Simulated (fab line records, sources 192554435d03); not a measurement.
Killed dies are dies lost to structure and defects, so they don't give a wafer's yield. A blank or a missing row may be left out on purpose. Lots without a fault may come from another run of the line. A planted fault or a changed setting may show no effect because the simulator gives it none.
Split-lot experiment | flow n5_finfet | 7 lots, 21 wafers read, on a route of 1938 steps

THE SPLIT
At N5_SD_EPI_N_ETCH_16 (etches SiO2 in CHF3/O2, target depth 5 nm), the setting target_depth_a was moved away from the recipe's 50 angstrom on 6 of the 21 wafers read, by -11.8% to +11.1%. The other wafers ran this setting at the recipe's value.

The reading is taken at the split's own step.

THE READING
etch.depth_nm (the simulator's own value, which no gauge read), in nm, at N5_SD_EPI_N_ETCH_16 (etches SiO2 in CHF3/O2, target depth 5 nm). The file gives no usual value for it. The 15 wafers here that ran the recipe average 4.965 nm, standard deviation 0.079 nm.

wafer  | tool, chamber at the split | target_depth_a as run, angstrom | against the recipe | etch.depth_nm, nm | against lot-mates on the recipe
L074.1 | rie_diel-02, 3             | 46.33                           | -7.3%              | 4.519             | -0.350
L074.5 | rie_diel-02, 3             | 50                              | recipe             | 4.869             | -
L074.6 | rie_diel-02, 0             | 46.33                           | -7.3%              | 4.664             | -0.205
L083.3 | rie_diel-01, 2             | 50                              | recipe             | 4.931             | -
L083.4 | rie_diel-01, 0             | 50                              | recipe             | 5.104             | -
L083.5 | rie_diel-01, 1             | 50                              | recipe             | 5.002             | -
L090.2 | rie_diel-06, 2             | 55.56                           | +11.1%             | 5.565             | +0.585
L090.3 | rie_diel-06, 1             | 50                              | recipe             | 4.969             | -
L090.6 | rie_diel-06, 1             | 50                              | recipe             | 4.991             | -
L094.1 | rie_diel-06, 0             | 50                              | recipe             | 5.137             | -
L094.3 | rie_diel-06, 2             | 50                              | recipe             | 5.022             | -
L094.4 | rie_diel-06, 1             | 50                              | recipe             | 4.966             | -
L095.1 | rie_diel-01, 0             | 44.12                           | -11.8%             | 4.48              | -0.371
L095.3 | rie_diel-01, 2             | 50                              | recipe             | 4.851             | -
L095.5 | rie_diel-01, 2             | 44.12                           | -11.8%             | 4.316             | -0.535
L096.1 | rie_diel-06, 0             | 44.46                           | -11.1%             | 4.588             | -0.372
L096.2 | rie_diel-06, 3             | 50                              | recipe             | 4.91              | -
L096.6 | rie_diel-06, 1             | 50                              | recipe             | 5.01              | -
L097.1 | rie_diel-01, 2             | 50                              | recipe             | 4.905             | -
L097.3 | rie_diel-01, 2             | 50                              | recipe             | 4.901             | -
L097.5 | rie_diel-01, 2             | 50                              | recipe             | 4.902             | -

THE FIT
A straight line over all 21 wafers: etch.depth_nm changes by +0.0475 nm for each +1% of target_depth_a; r = +0.95; the points scatter about the line by 0.088 nm.
The same after taking each lot's own level away (the mean of its wafers on the recipe; 21 wafers): +0.0411 nm for each +1%; r = +0.96; scatter 0.065 nm.
On that fit, the largest move of target_depth_a shifts the reading by 0.48 nm.
The lots' own levels span 4.8510 to 5.0417 nm, that is 2.4 times the standard deviation above.
So the lot-to-lot level changes the slope: the two fits differ.
Check: with one of the wafers moved furthest among these (-11.8%) left out of the fit, the line predicts -0.496 nm for it against its lot-mates. It came out at -0.371 nm against them.

OTHER SPLITS ON THESE WAFERS
These wafers also went through other splits before the reading. Each is held against what the fit with the lots' levels taken away leaves over:
other split on the same wafers            | wafers away from the commonest value | r with etch.depth_nm (lot level and that fit taken away)
N5_WELL_APT_PEB_06 peb_time_s             | 9                                    | +0.12
N5_WELL_APT_COAT_19 spin_rpm              | 10                                   | -0.35
N5_PMOS_HMC_CHANNEL_EPI_PEB_07 peb_temp_c | 6                                    | +0.32
N5_PMOS_HMC_CHANNEL_EPI_ETCH_32 bias_w    | 5                                    | +0.02
N5_FIN_CUT_CUT_ETCH_26 time_s             | 12                                   | +0.19
N5_DUMMY_GATE_COAT_28 spin_rpm            | 7                                    | -0.28

THE FILE'S OWN FIT
etch.depth_nm changes by +0.041 nm for each +1% of target_depth_a, r = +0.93.
